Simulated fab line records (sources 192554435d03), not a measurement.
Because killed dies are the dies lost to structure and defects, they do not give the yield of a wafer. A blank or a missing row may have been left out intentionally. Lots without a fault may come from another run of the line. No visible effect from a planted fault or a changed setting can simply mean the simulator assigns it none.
Which tool did it? | flow n5-finfet | at 1 step of a route of 1938, 12 lots with 36 wafers sampled

WHAT THE GAUGES READ, wafer by wafer
N5_BEOL_M7_OVL_MEAS_29.
lot  | measured     | on         | V6_OVL (nm)
L075 | day 9 08:20  | overlay-02 | 1.7 1.2 0.7
L078 | day 10 03:45 | overlay-02 | 0.7 1.0 0.4
L079 | day 10 10:49 | overlay-01 | 0.8 0.7 1.6
L080 | day 10 18:23 | overlay-02 | 1.7 1.3 1.9
L083 | day 11 06:31 | overlay-01 | -0.3 0.9 0.6
L084 | day 12 06:35 | overlay-01 | 0.5 1.1 0.4
L088 | day 12 15:21 | overlay-02 | 1.0 1.4 0.9
L089 | day 13 08:03 | overlay-01 | 0.7 1.0 0.9
L092 | day 13 15:13 | overlay-01 | -0.9 0.7 1.2
L094 | day 14 01:22 | overlay-02 | 1.3 1.1 1.6
L096 | day 14 16:01 | overlay-01 | 1.5 1.7 1.2
L097 | day 15 01:27 | overlay-01 | 1.2 1.9 0.3

WHAT TOOL EACH LOT RAN ON (gives the tool, then ch and the chambers of the sampled wafers, and finally the start)
The record shows no process step preceding these readings.

THE ANSWER, worked out from the rows above alone
Rule: the lots themselves supply what counts as usual. The widest of any qualifying gaps counts: lots, ordered by their means at a reading, are off when they make up no more than a third of the lots, leave a main group of 4 or more, and stand apart from it by 3 or more times the standard deviation of that group's means. A main group whose means are all the same, to the digits that the tables above print for the reading, isn't used. Also off: a lot with no number at a reading for which 4 or more lots have one. All remaining lots with rows at the step are treated as sound.
None of the lots is off at any reading shown; this tells nothing.

WHAT THE SIMULATOR HAD INSERTED
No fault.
